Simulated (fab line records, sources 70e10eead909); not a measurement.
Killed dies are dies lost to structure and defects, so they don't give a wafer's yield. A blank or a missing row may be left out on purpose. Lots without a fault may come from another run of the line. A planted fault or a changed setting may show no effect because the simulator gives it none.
fab line records | flow nand_harc
record lots=6 wafers=18 last_day=24
route steps=1159 shown A_ZERO_WELL@393 A_SOURCE_PLATE@413 END@1159
lots that met no fault: from a run of the same line without faults
start_h: hours from the record's first day to the start of the lot's first wafer shown | wait_h: hours since the lot's step before | " the same as in the row above | L1.1+2: a row that stands for several wafers | - no value, or no start given | * or withheld: withheld | < > ~ a bound
route shown NAME@n: a module of which the file shows steps, and the number in the route of the first | usual: mean/standard deviation of fault-free wafers | same: alike in all rows | chamber/n: place in a boat | sites: the reading at each site | _std_site: their standard deviation | _edge_site: outer sites' mean less inner sites' | radius_mm: how far each site lies from the wafer's centre | mask NAME#n: copy n | behind: the tool/chamber that last shaped the wafer | hold: why the lot was held/for how many hours/how that ended | device: the transistor (n, p or np) that didn't switch | end of line: the same wafers' tests at the end of the route | a step without rows: its recipe alone | killed: dies lost to structure and defects at the first sort, not the wafer's yield | map: a wafer's dies, x killed, . not, _ none there
set.NAME: the setting as run; set.NAME@STEP: as run at that earlier step | model.NAME: the simulator's own value behind a step, which no gauge read
lots at some steps of the route; a table a step, a row a wafer
services: from which hour (start_h, from the record's first day; less than 0 if before it) a tool's chamber was out of use, for how many hours, and why
## steps
# step NHARC_A_ZERO_WELL_HMDS_03
# recipe time_s=30
# step NHARC_A_ZERO_WELL_COAT_18
# recipe temp_c=200 time_s=65
# step NHARC_A_ZERO_WELL_COAT_04
# recipe spin_rpm=2000 resist_thk_nm=600
# step NHARC_A_ZERO_WELL_SOFTBAKE_05
# recipe temp_c=125 time_s=70
# step NHARC_A_ZERO_WELL_EBR_06
# step NHARC_A_ZERO_WELL_EXPOSE_07
# recipe na=0.55 dose_mj=33.85 mask_id=A_ZERO
# step NHARC_A_ZERO_WELL_PEB_08
# recipe peb_temp_c=128 peb_time_s=80
# step NHARC_A_ZERO_WELL_DEVELOP_09
# recipe time_s=50 dev_temp_c=22
# step NHARC_A_ZERO_WELL_CD_MEAS_10
# recipe target_cd_nm=2000 landing_energy_ev=500
# usual cd_nm=1999.3/1.6
# columns lot.wafer tool chamber start_h wait_h cd_nm
L308.1 cd_sem-03 0 145.84 - 1998.3
L308.2 " 0 " " 1997.9
L308.6 " 0 " " 1998.8
L310.1 cd_sem-03 0 157.55 - 1998.3
L310.3 " 0 " " 2000.8
L310.6 " 0 " " 1999.8
L322.1 cd_sem-01 0 225.37 - 2001.7
L322.4 " 0 " " 2000.9
L322.5 " 0 " " 2000.0
L320.1 cd_sem-03 0 226.32 - 2000.7
L320.4 " 0 " " 2002.0
L320.5 " 0 " " 1997.0
L325.1 cd_sem-02 0 247.51 - 2000.0
L325.4 " 0 " " 1999.2
L325.6 " 0 " " 1998.6
L329.2 cd_sem-01 0 274.15 - 2001.0
L329.3 " 0 " " 2002.4
L329.5 " 0 " " 2002.2
# step NHARC_A_ZERO_WELL_HARDBAKE_11
# recipe temp_c=118 time_s=65
# step NHARC_A_ZERO_WELL_DESCUM_12
# recipe time_s=3 o2_flow_sccm=200 ar_flow_sccm=0 bias_power_w=0 chemistry=O2
# usual drypump_motor_current_A=5.7/0.4 oes_product_au=0.993/0.011 rf_vpp_V=57.7/0.96 showerhead_plenum_p_Torr=1.90/0.095 throttle_valve_pct=11.311/0.01
# columns lot.wafer tool chamber start_h wait_h drypump_motor_current_A oes_product_au rf_hours_counter_h rf_vpp_V showerhead_plenum_p_Torr throttle_valve_pct
L308.1 rie_diel-12 3 146.01 - 6.2 1.000 7 58.5 2.05 11.318
L308.2 " 0 " " 5.6 0.994 6 58.6 1.83 11.316
L308.6 " 2 " " 6.7 0.999 - 58.8 2.01 11.313
L310.1 rie_diel-11 3 157.72 - 5.9 1.000 14 58.6 1.87 11.313
L310.3 " 0 " " 5.4 0.986 15 55.8 1.82 11.295
L310.6 " 2 " " 5.6 0.972 - 56.9 1.83 11.302
L322.1 rie_diel-12 0 225.53 - 5.7 0.989 1 57.8 1.83 11.296
L322.4 " 1 " " 5.8 0.999 1 56.9 1.78 11.302
L322.5 " 0 " " 5.7 0.979 - 56.2 1.83 11.316
L320.1 rie_diel-06 3 226.49 - 5.4 0.982 12 56.5 2.02 11.313
L320.4 " 0 " " 5.2 1.005 11 57.1 1.98 11.287
L320.5 " 2 " " 5.4 0.980 - 56.5 1.89 11.314
L325.1 rie_diel-12 2 247.71 - 6.7 0.985 2 59.9 2.01 11.307
L325.4 " 1 " " 5.8 0.985 - 56.9 1.78 11.308
L325.6 " 3 " " 6.2 1.008 - 57.7 2.05 11.295
L329.2 rie_diel-11 3 274.30 - 5.9 1.005 10 57.2 1.86 11.302
L329.3 " 1 " " 5.5 0.994 10 56.3 1.90 11.312
L329.5 " 0 " " 5.4 0.995 - 56.0 1.82 11.303
# step NHARC_A_ZERO_WELL_ETCH_19
# recipe target_depth_a=800 overetch_a=240 time_s=87.88 ion_energy_ev=200 n2_flow_sccm=150 h2_flow_sccm=150 ar_flow_sccm=0 rf_w=400 bias_w=150 chemistry=N2/H2
# usual drypump_motor_current_A=5.8/0.41 oes_product_au=0.994/0.011 rf_fwd_power_W=397.4/1.5 rf_vpp_V=430.4/2.9 showerhead_plenum_p_Torr=2.04/0.11 throttle_valve_pct=14.171/0.0094
# columns lot.wafer tool chamber start_h wait_h drypump_motor_current_A oes_product_au rf_fwd_power_W rf_hours_counter_h rf_vpp_V showerhead_plenum_p_Torr throttle_valve_pct
L308.2 rie_diel-12 0 146.09 0.1 5.7 0.992 398.0 6 427.2 1.95 14.166
L308.1 " 1 " " 5.8 0.986 397.6 8 427.4 1.90 14.174
L308.6 " 3 " " 6.1 1.005 398.8 - 434.2 2.19 14.164
L310.1 rie_diel-11 0 157.79 0.1 5.3 0.986 396.3 15 426.8 1.94 14.172
L310.3 " 3 " " 5.9 0.991 400.3 14 430.3 1.99 14.166
L310.6 " 0 " " 5.4 1.001 398.8 - 426.9 1.94 14.153
L322.1 rie_diel-12 3 225.62 0.1 6.1 1.013 398.3 1 433.8 2.19 14.183
L322.4 " 2 " " 6.6 0.991 395.5 1 432.4 2.14 14.164
L322.5 " 0 " " 5.7 0.991 394.9 - 428.4 1.95 14.166
L320.1 rie_diel-06 0 226.57 0.1 5.2 0.996 396.2 11 432.3 2.11 14.178
L320.4 " 1 " " 5.8 0.995 395.5 12 435.5 2.20 14.184
L320.5 " 1 " " 5.9 1.003 394.7 - 434.1 2.20 14.166
L325.1 rie_diel-12 2 248.08 0.4 6.6 0.992 397.8 2 432.5 2.14 14.168
L325.4 " 3 " " 6.1 1.006 398.1 - 433.4 2.19 14.177
L325.6 " 1 " " 5.8 0.989 394.9 - 426.7 1.90 14.161
L329.2 rie_diel-11 2 274.40 0.1 5.6 0.984 397.3 8 427.6 1.95 14.176
L329.3 " 3 " " 5.9 0.998 398.4 10 429.6 1.98 14.172
L329.5 " 0 " " 5.4 0.984 399.4 - 428.3 1.93 14.173
# step NHARC_A_ZERO_WELL_ETCH_13
# recipe target_depth_a=1200 time_s=40.1 hbr_flow_sccm=150 cl2_flow_sccm=50 rf_w=400 icp_w=400 bias_w=100 chemistry=HBr/Cl2
# usual drypump_motor_current_A=5.6/0.55 oes_product_au=1.003/0.0098 rf_fwd_power_W=395.4/1.7 throttle_valve_pct=26.406/0.0088
# columns lot.wafer tool chamber start_h wait_h drypump_motor_current_A oes_product_au rf_fwd_power_W rf_hours_counter_h throttle_valve_pct
L308.1 rie_si-06 2 146.21 - 5.3 1.001 394.1 0.9 26.423
L308.2 " 0 " " 5.5 0.996 396.8 0.8 26.412
L308.6 " 2 " " 5.3 1.002 395.2 - 26.405
L310.1 rie_si-06 0 157.94 - 5.4 0.994 396.4 0.9 26.403
L310.3 " 1 " " 5.6 0.990 396.9 1.0 26.394
L310.6 " 2 " " 5.3 1.006 392.7 - 26.393
L322.1 rie_si-06 0 225.76 - 5.4 1.003 399.4 0.2 26.395
L322.4 " 1 " " 5.6 0.984 395.0 0.3 26.408
L322.5 " 3 " " 5.3 1.001 396.1 - 26.421
L320.1 rie_si-06 3 226.68 - 5.2 1.012 395.4 0.3 26.410
L320.4 " 2 " " 5.3 1.002 392.6 0.2 26.400
L320.5 " 0 " " 5.4 0.992 395.8 - 26.393
L325.4 rie_si-03 0 248.21 - 6.1 1.008 395.4 0.5 26.401
L325.1 " 1 " " 5.3 1.000 396.5 0.5 26.394
L325.6 " 0 " " 6.1 1.000 396.7 - 26.393
L329.3 rie_si-03 0 274.51 - 6.1 1.008 395.9 0.7 26.409
L329.2 " 1 " " 5.3 0.998 392.3 0.6 26.403
L329.5 " 2 " " 5.9 0.990 393.0 - 26.394
# step NHARC_A_ZERO_WELL_STRIP_14
# recipe time_s=900 temp_c=130 chemistry=SPM
# step NHARC_A_ZERO_WELL_IMPLANT_15
# recipe energy_kev=150 dose_cm2=1e+13 tilt_deg=7
# step NHARC_A_ZERO_WELL_PRECLEAN_22
# recipe time_s=60 temp_c=50 bath_age_min=0 chemistry=SC1
# step NHARC_A_ZERO_WELL_SRD_23
# step NHARC_A_ZERO_WELL_RTA_16
# recipe temp_c=1000 time_s=10
# usual lamp_power_pct=33.6/1.8 lamp_zone_5_pct=33.6/1.8 lamp_zone_7_pct=34.2/1.9 wafer_temp_C_max=1005.1/1.5
# columns lot.wafer tool chamber start_h wait_h lamp_power_pct lamp_zone_5_pct lamp_zone_7_pct wafer_temp_C_max
L308.1 rtp_anneal-01 0 147.10 - 31.6 31.7 32.1 1006.2
L308.2 " 0 " " 31.6 31.7 32.1 1007.1
L308.6 " 0 " " 31.6 31.6 32.3 1005.8
L310.1 rtp_anneal-02 0 158.82 - 35.3 35.3 35.9 1003.5
L310.3 " 0 " " 35.3 35.3 35.8 1003.2
L310.6 " 0 " " 35.3 35.3 35.8 1005.0
L322.1 rtp_anneal-01 0 226.65 - 31.7 31.7 32.2 1004.9
L322.4 " 0 " " 31.7 31.6 32.2 1005.9
L322.5 " 0 " " 31.6 31.6 32.1 1006.7
L320.1 rtp_anneal-02 0 227.60 - 35.3 35.3 35.8 1004.3
L320.4 " 0 " " 35.4 35.3 35.9 1004.2
L320.5 " 0 " " 35.3 35.3 35.9 1004.3
L325.1 rtp_anneal-02 0 249.10 - 35.3 35.2 35.8 1003.9
L325.4 " 0 " " 35.3 35.2 35.9 1004.7
L325.6 " 0 " " 35.3 35.2 35.8 1004.1
L329.2 rtp_anneal-02 0 275.72 - 35.3 35.3 35.9 1003.9
L329.3 " 0 " " 35.3 35.3 35.9 1003.3
L329.5 " 0 " " 35.3 35.3 35.9 1003.8
# step NHARC_A_ZERO_WELL_INSPECT_17
# usual raw_defect_count=11/6.1
# columns lot.wafer tool chamber start_h wait_h raw_defect_count
L308.1 defect_inspect-02 - 147.29 0.2 20
L308.2 " - " " 7
L308.6 " - " " 10
L310.1 defect_inspect-01 - 159.02 0.2 14
L310.3 " - " " 30
L310.6 " - " " 9
L322.1 defect_inspect-01 - 226.85 0.2 1313
L322.4 " - " " 1331
L322.5 " - " " 1300
L320.1 defect_inspect-02 - 227.79 0.2 1234
L320.4 " - " " 1277
L320.5 " - " " 1291
L325.1 defect_inspect-02 - 249.30 0.2 22
L325.4 " - " " 8
L325.6 " - " " 8
L329.2 defect_inspect-01 - 275.89 0.1 3
L329.3 " - " " 5
L329.5 " - " " 12
# step NHARC_A_SOURCE_PLATE_PRECLEAN_00
# recipe time_s=60 chemistry=HF-LAST
# step NHARC_END_SORT_01
# recipe temp_c=25
# usual killed_at_array=28/11 killed_at_other=0.6/0.85 killed_at_periphery=2.8/2.3 killed_dies=31/11 killed_open=3.1/1.6 killed_short=2.0/1.4
# same gross_dies=677
# columns lot.wafer tool chamber start_h wait_h killed_at_array killed_at_other killed_at_periphery killed_dies killed_open killed_short
L310.1 prober-02 0 479.60 2.5 32 0 4 36 3 2
L310.3 prober-02 0 481.20 3.1 40 1 2 43 3 2
L310.6 prober-02 0 483.59 4.0 46 0 4 50 3 1
L320.1 prober-01 0 531.79 2.5 104 0 0 104 2 2
L320.4 prober-01 0 534.18 3.4 71 0 3 74 5 3
L320.5 prober-01 0 534.98 3.7 75 0 0 75 1 0
L322.1 prober-01 0 543.80 2.5 65 1 4 70 2 0
L322.4 prober-01 0 546.21 3.4 111 0 6 117 3 4
L322.5 prober-01 0 547.01 3.7 114 1 4 119 3 1
L325.1 prober-01 0 556.34 2.5 54 0 2 56 4 0
L325.4 prober-01 0 558.72 3.4 42 1 4 47 3 3
L325.6 prober-01 0 560.32 4.0 45 0 4 49 2 3
# killed by level:class
L310.1 A_CHANNEL_HOLE_D1:chamber_film_flake=16 A_SLIT:chamber_film_flake=9 A_M1:geometric_particle:open=3 P_GATE:chamber_film_flake=2 A_STAIRCASE:chamber_film_flake=2 P_CONTACT:geometric_particle:short=1 A_ONON_D1:geometric_particle:short=1 A_CONTACT:chamber_film_flake=1
L310.3 A_CHANNEL_HOLE_D1:chamber_film_flake=18 A_CONTACT:chamber_film_flake=6 A_STAIRCASE:chamber_film_flake=6 A_SLIT:chamber_film_flake=6 A_ONON_D1:geometric_particle:open=1 A_CHANNEL_FILL_D1:geometric_particle:short=1 A_WL_FILL:geometric_particle:short=1 A_CONTACT:geometric_particle:open=1
L310.6 A_CHANNEL_HOLE_D1:chamber_film_flake=26 A_SLIT:chamber_film_flake=13 A_CHANNEL_FILL_D1:geometric_particle:open=2 P_ZERO_WELL:chamber_film_flake=2 A_STAIRCASE:chamber_film_flake=2 A_CONTACT:chamber_film_flake=2 P_CONTACT:geometric_particle:open=1 A_WL_FILL:geometric_particle:short=1
L320.1 A_ZERO_WELL:unspecified=77 A_CHANNEL_HOLE_D1:chamber_film_flake=18 A_STAIRCASE:chamber_film_flake=3 A_CONTACT:chamber_film_flake=2 A_SOURCE_PLATE:geometric_particle:open=1 A_SOURCE_PLATE:geometric_particle:short=1 A_M0:geometric_particle:open=1 A_M1:geometric_particle:short=1
L320.4 A_ZERO_WELL:unspecified=53 A_CHANNEL_HOLE_D1:chamber_film_flake=9 A_CONTACT:geometric_particle:open=3 A_STAIRCASE:chamber_film_flake=2 A_CONTACT:chamber_film_flake=2 P_GATE:geometric_particle:open=1 P_GATE:geometric_particle:short=1 P_M0:geometric_particle:short=1
L320.5 A_ZERO_WELL:unspecified=42 A_CHANNEL_HOLE_D1:chamber_film_flake=17 A_STAIRCASE:chamber_film_flake=11 A_CONTACT:chamber_film_flake=4 A_CONTACT:geometric_particle:open=1
L322.1 A_ZERO_WELL:unspecified=43 A_SLIT:chamber_film_flake=13 A_CONTACT:chamber_film_flake=5 P_CONTACT:geometric_particle:open=2 P_ZERO_WELL:chamber_film_flake=2 A_CHANNEL_HOLE_D1:chamber_film_flake=2 A_STAIRCASE:chamber_film_flake=2 THIN_TSV:chamber_film_flake=1
L322.4 A_ZERO_WELL:unspecified=85 A_SLIT:chamber_film_flake=13 A_CONTACT:chamber_film_flake=6 P_ZERO_WELL:chamber_film_flake=2 A_CHANNEL_HOLE_D1:chamber_film_flake=2 A_STAIRCASE:chamber_film_flake=2 P_CONTACT:geometric_particle:short=1 P_M0:geometric_particle:open=1
L322.5 A_ZERO_WELL:unspecified=86 A_SLIT:chamber_film_flake=13 A_CONTACT:chamber_film_flake=7 A_CHANNEL_HOLE_D1:chamber_film_flake=5 P_ZERO_WELL:chamber_film_flake=2 P_GATE:geometric_particle:open=1 P_M0:geometric_particle:open=1 A_CHANNEL_FILL_D1:geometric_particle:open=1
L325.1 A_CHANNEL_HOLE_D1:chamber_film_flake=26 A_SLIT:chamber_film_flake=20 A_CONTACT:chamber_film_flake=3 A_WL_FILL:chamber_film_flake=2 P_CONTACT:geometric_particle:open=1 P_M0:geometric_particle:open=1 A_CHANNEL_FILL_D1:geometric_particle:open=1 A_BLC:geometric_particle:open=1
L325.4 A_CHANNEL_HOLE_D1:chamber_film_flake=22 A_SLIT:chamber_film_flake=15 A_ONON_D1:geometric_particle:short=2 P_CONTACT:geometric_particle:open=1 P_M0:geometric_particle:open=1 A_SGD_CUT:geometric_particle:short=1 STARTING-WAFER:geometric_particle:open=1 P_GATE:chamber_film_flake=1
L325.6 A_CHANNEL_HOLE_D1:chamber_film_flake=25 A_SLIT:chamber_film_flake=11 A_CONTACT:chamber_film_flake=4 P_ZERO_WELL:chamber_film_flake=2 P_CONTACT:geometric_particle:open=1 P_M1:geometric_particle:short=1 A_CHANNEL_HOLE_D1:geometric_particle:open=1 A_WL_FILL:geometric_particle:short=1
# map L320.1 (x killed, . not)
____________x____________
_________......._________
_______..........._______
______.............______
_____..............._____
____............x....____
____.................____
___.............xxx...___
___........x..x..x.x..___
__.............x..xx...__
__................x....__
_..............x.x......_
_.................xx.x.._
_............xxx..x....._
_......................._
_......................._
.........................
.........................
.........................
.........................
....xx..x................
_.xxxxx................._
_xxxxxxxx...x..........._
_.xxxxxxx..............._
_xxxxxxxx......x.x......_
_xxxxxxxx..............._
__xxxxxxxx.............__
__xxxxxxx..............__
___xxxxxx..x..........___
___xxxxxx.............___
____xxxx.............____
____xxx.x............____
_____xxx............_____
______x............______
_______..........._______
_________......._________
____________.____________
# map L322.5 (x killed, . not)
____________.____________
_________......._________
_______.x........._______
______x............______
_____..............._____
____.................____
____.................____
___...................___
___x.....x............___
__x....x...............__
__.....................__
_x......................_
_.....x................._
_......................._
_......................._
_.x...x................._
.........................
..............x.x........
.......x.x...............
..x..x.x....x..x.........
..xxxx....x.x............
_xxxxxxx.....xx........._
_xxxxxxx...xx.xx........_
_xxxxxxxx.....x........._
_xxxxxxxx....x.........._
_xxxxxxxx..............._
__xxxxxxxx.............__
__xxxxxxx..............__
___xxxxxx.............___
___xxxxxx.............___
____xxxxxx........xx.____
____xxx.xx......xx...____
_____xxx............_____
______x.........x..______
_______..........x_______
_________......._________
____________.____________
## services
# columns tool chamber start_h hours kind
rie_diel-12 0 132.40 - clean
rie_diel-12 1 132.40 - clean
rie_diel-12 2 132.40 - clean
rie_diel-12 3 132.40 - clean
rie_si-03 - 155.00 9.0 pm
rie_diel-12 0 156.90 - clean
rie_diel-12 1 156.90 - clean
rie_diel-12 2 156.90 - clean
rie_diel-12 3 156.90 - clean
rie_diel-06 3 174.56 3.6 repair
rie_diel-12 0 181.40 - clean
rie_diel-12 1 181.40 - clean
rie_diel-12 2 181.40 - clean
rie_diel-12 3 181.40 - clean
rie_si-06 - 183.00 9.0 pm
rie_diel-11 - 189.98 9.0 pm
rie_si-03 1 192.84 11.5 repair
rie_diel-12 - 202.40 9.0 pm
rie_si-06 2 206.57 3.0 repair
rie_si-03 2 229.97 2.5 repair
rie_diel-06 - 241.20 9.0 pm
rie_diel-12 0 244.61 4.6 repair
rie_diel-11 2 269.01 1.4 repair
rie_si-03 3 272.79 6.4 repair
## key
first_sign step=NHARC_A_ZERO_WELL_INSPECT_17 reading=raw_defect_count direction=up sigmas=99+ usual=11 struck=1291
effect step=NHARC_END_SORT_01 reading=killed_at_array direction=up sigmas=5.5 usual=28 struck=90
more_kills_born_at NHARC_A_ZERO_WELL_ETCH_13@rie_si-06=382
met_at NHARC_A_ZERO_WELL_ETCH_13
struck_wafers L320.1,L320.4,L320.5,L322.1,L322.4,L322.5
tester_left_out L320,L322
onset_between 157.94 225.76
fault kind=chamber_particle_source tool=rie_si-06 chamber=- onset_h=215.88 steps=NHARC_A_ZERO_WELL_ETCH_13 rate_per_visit_cm2=1.97 end_h=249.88
# tester_left_out: of these lots the tester's yield and bins aren't shown, on N5 and GAA mostly nor the transistor test; their killed dies are dies lost to structure and defects alone, not to doping, threshold or leakage, so they don't give the yield
